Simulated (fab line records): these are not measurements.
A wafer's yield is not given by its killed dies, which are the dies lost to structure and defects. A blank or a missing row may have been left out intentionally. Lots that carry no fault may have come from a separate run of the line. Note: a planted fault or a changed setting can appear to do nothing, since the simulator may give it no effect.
Split-lot experiment ; flow n5-finfet ; on a route of 1938 steps: 7 lots, 39 wafers read

ABOUT THE SPLIT
At N5_PASSIVATION_AL_DEP_21 (deposits Al, target thk 2800 nm, time 170 s), the setting target-thk-a was moved away from the recipe's 28000 angstrom on 6 of the 39 wafers read, by +38.2% to +41.1%. For the rest of the wafers, this setting stayed at what the recipe calls for.

FROM THE SPLIT TO THE READING: what the file shows between them, 4 steps
- N5_PASSIVATION_HMDS_23: time 60 s
- N5_PASSIVATION_COAT_24
- N5_PASSIVATION_DESCUM_32: chemistry O2, time 7.9 s
- N5_PASSIVATION_AL_ETCH_33: etches Al in Cl2/BCl3, stops on TaN, target depth 2800 nm, time 466.7 s

THE READING
oes-product-au, in a.u., at N5_PASSIVATION_ETCH_59 (etches TaN in Cl2/BCl3, target depth 65 nm, time 34.9 s). Typical for fault-free wafers on this fab line: 0.80 a.u., with standard deviation 0.095 a.u.

wafer;tool, chamber at the split;target-thk-a as run, angstrom;against the recipe;oes-product-au, a.u.;against lot-mates on the recipe
L078.1;pvd-sputter-02, -;28000;recipe;0.68;-
L078.2;pvd-sputter-02, -;28000;recipe;0.85;-
L078.4;pvd-sputter-02, -;28000;recipe;0.85;-
L076.1;pvd-sputter-02, -;28000;recipe;0.84;-
L076.2;pvd-sputter-02, -;38700;+38.2%;0.18;-0.61
L076.3;pvd-sputter-02, -;28000;recipe;0.69;-
L076.4;pvd-sputter-02, -;38700;+38.2%;0.23;-0.56
L076.5;pvd-sputter-02, -;38700;+38.2%;0.19;-0.60
L076.6;pvd-sputter-02, -;28000;recipe;0.84;-
L080.1;pvd-sputter-02, -;28000;recipe;0.72;-
L080.2;pvd-sputter-02, -;28000;recipe;0.94;-
L080.3;pvd-sputter-02, -;28000;recipe;0.72;-
L080.4;pvd-sputter-02, -;28000;recipe;0.92;-
L080.5;pvd-sputter-02, -;28000;recipe;0.93;-
L080.6;pvd-sputter-02, -;28000;recipe;0.72;-
L083.1;pvd-sputter-01, -;39510;+41.1%;0.24;-0.49
L083.2;pvd-sputter-01, -;28000;recipe;0.68;-
L083.3;pvd-sputter-01, -;39510;+41.1%;0.22;-0.51
L083.4;pvd-sputter-01, -;28000;recipe;0.67;-
L083.5;pvd-sputter-01, -;28000;recipe;0.83;-
L083.6;pvd-sputter-01, -;39510;+41.1%;0.19;-0.54
L088.1;pvd-sputter-01, -;28000;recipe;0.92;-
L088.2;pvd-sputter-01, -;28000;recipe;0.74;-
L088.3;pvd-sputter-01, -;28000;recipe;0.73;-
L088.4;pvd-sputter-01, -;28000;recipe;0.91;-
L088.5;pvd-sputter-01, -;28000;recipe;0.92;-
L088.6;pvd-sputter-01, -;28000;recipe;0.73;-
L089.1;pvd-sputter-01, -;28000;recipe;0.83;-
L089.2;pvd-sputter-01, -;28000;recipe;0.68;-
L089.3;pvd-sputter-01, -;28000;recipe;0.66;-
L089.4;pvd-sputter-01, -;28000;recipe;0.83;-
L089.5;pvd-sputter-01, -;28000;recipe;0.83;-
L089.6;pvd-sputter-01, -;28000;recipe;0.67;-
L093.1;pvd-sputter-02, -;28000;recipe;0.89;-
L093.2;pvd-sputter-02, -;28000;recipe;0.72;-
L093.3;pvd-sputter-02, -;28000;recipe;0.72;-
L093.4;pvd-sputter-02, -;28000;recipe;0.89;-
L093.5;pvd-sputter-02, -;28000;recipe;0.72;-
L093.6;pvd-sputter-02, -;28000;recipe;0.89;-

FIT RESULTS
A straight line over all 39 wafers: oes-product-au changes by -0.0147 a.u. for each +1% of target-thk-a; r = -0.92; the points scatter about the line by 0.089 a.u.
The same after taking each lot's own level away (the mean of its wafers on the recipe; 39 wafers): -0.0138 a.u. for each +1%; r = -0.92; scatter 0.086 a.u.
That fit puts the effect of the largest move of target-thk-a on the reading at 0.57 a.u.
Across the lots, their own levels run from 0.727 to 0.825 a.u., a range of 1.0 times the standard deviation given above.
Consequently the slope shifts little with the lot-to-lot level, the two slopes agreeing.
Check: with one of the wafers moved furthest among these (+41.1%) left out of the fit, the line predicts -0.585 a.u. for it against its lot-mates. It came out at -0.487 a.u. against them.

THE WHOLE CHAIN: every reading that the file lists as answering this split, in the file's order
step;what it does;reading;change (the file's fit);r (the file's)
N5_PASSIVATION_AL_DEP_21;deposits Al, target thk 2800 nm, time 170 s;Al_of_PASSIVATION_AL_DEP_21.thk-nm (the simulator's own value, which no gauge read);+28.1 nm for each +1% of the setting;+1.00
N5_PASSIVATION_ETCH_59;etches TaN in Cl2/BCl3, target depth 65 nm, time 34.9 s;oes-product-au;-0.0138 a.u. for each +1% of the setting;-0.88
N5_PASSIVATION_PROBE_49;;killed-at-other;not straight: 3.2 at the lowest setting, 3.2 at the recipe, 985.3 at the highest;not given

FILE'S OWN FIT
oes-product-au changes by -0.0138 a.u. for each +1% of target-thk-a, r = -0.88.
